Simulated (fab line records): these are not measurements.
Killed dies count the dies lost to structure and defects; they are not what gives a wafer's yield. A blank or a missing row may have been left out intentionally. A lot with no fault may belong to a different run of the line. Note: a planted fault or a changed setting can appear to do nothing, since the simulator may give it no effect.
Split-lot experiment ; flow n5 finfet ; 21 wafers read across 7 lots, on a route 1938 steps long

## ON THE SPLIT
At N5_PASSIVATION_EXPOSE_41 (exposes mask PASS OPEN, defocus 0 nm, target cd 40000 nm), the setting dose mj was moved away from the recipe's 57.25 on 5 of the 21 wafers read, by -7.4% to +5.7%. This setting was run at the recipe's value on the other wafers.

## FROM THE SPLIT TO THE READING: what the file shows between them, 3 steps
- N5_PASSIVATION_PEB_42
- N5_PASSIVATION_DEVELOP_43: develop time 60 s
- N5_PASSIVATION_HARDBAKE_45: time 120 s

## THE READING
cd nm (nm) at N5_PASSIVATION_CD_MEAS_44, where the cd target is 40000 nm. A value of 40000 nm with a standard deviation of 2.7 nm is what fault-free wafers of this fab line usually give.

wafer;tool, chamber at the split;dose mj as run;against the recipe;cd nm, nm;against lot-mates on the recipe
L074.2;krf scanner-01, 0;57.25;recipe;39997;-
L074.3;krf scanner-01, 0;57.25;recipe;40000;-
L074.5;krf scanner-01, 0;57.25;recipe;39999;-
L078.3;krf scanner-01, 0;57.25;recipe;40003;-
L078.5;krf scanner-01, 0;57.25;recipe;39999;-
L078.6;krf scanner-01, 0;57.25;recipe;40003;-
L082.3;krf scanner-02, 0;53.04;-7.4%;39977;-28
L082.5;krf scanner-02, 0;57.25;recipe;40005;-
L082.6;krf scanner-02, 0;53.04;-7.4%;39970;-35
L085.1;krf scanner-01, 0;57.25;recipe;40003;-
L085.2;krf scanner-01, 0;57.25;recipe;40005;-
L085.6;krf scanner-01, 0;57.25;recipe;40003;-
L090.2;krf scanner-01, 0;57.25;recipe;39998;-
L090.4;krf scanner-01, 0;57.25;recipe;39995;-
L090.5;krf scanner-01, 0;55.1;-3.8%;39984;-12
L091.2;krf scanner-02, 0;60.53;+5.7%;40021;+21
L091.3;krf scanner-02, 0;57.25;recipe;40000;-
L091.5;krf scanner-02, 0;60.53;+5.7%;40022;+22
L094.3;krf scanner-01, 0;57.25;recipe;40001;-
L094.4;krf scanner-01, 0;57.25;recipe;40004;-
L094.5;krf scanner-01, 0;57.25;recipe;40002;-

FIT RESULTS
A straight line over all 21 wafers: cd nm changes by +3.74 nm for each +1% of dose mj; r = +0.97; the points scatter about the line by 2.9 nm.
The same after taking each lot's own level away (the mean of its wafers on the recipe; 21 wafers): +4.02 nm for each +1%; r = +0.99; scatter 1.9 nm.
According to that fit, moving dose mj by its largest amount changes the reading by 30 nm.
The span of the lots' own levels, 39996.5 to 40005.0 nm, comes to 3.1 times the standard deviation stated above.
The two slopes are in agreement: the lot-to-lot level therefore moves the slope only a little.
Check: with one of the wafers moved furthest among these (-7.4%) left out of the fit, the line predicts -30.6 nm for it against its lot-mates. It came out at -28 nm against them.

## ADDITIONAL SPLITS CARRIED BY THESE WAFERS
Other splits were also applied to these wafers ahead of the reading. Each is held against what the fit with the lots' levels taken away leaves over:
other split on the same wafers;wafers away from the commonest value;r with cd nm (lot level and that fit taken away)
N5_BEOL_M15_COAT_22 spin rpm;5;+0.38
N5_MIM_TOP_ETCH_PECVD_03 time s;11;-0.28
N5_MIM_BOT_LITHO_DEVELOP_07 develop time s;6;+0.02

## FILE'S OWN FIT
cd nm changes by +3.96 nm for each +1% of dose mj, r = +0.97.
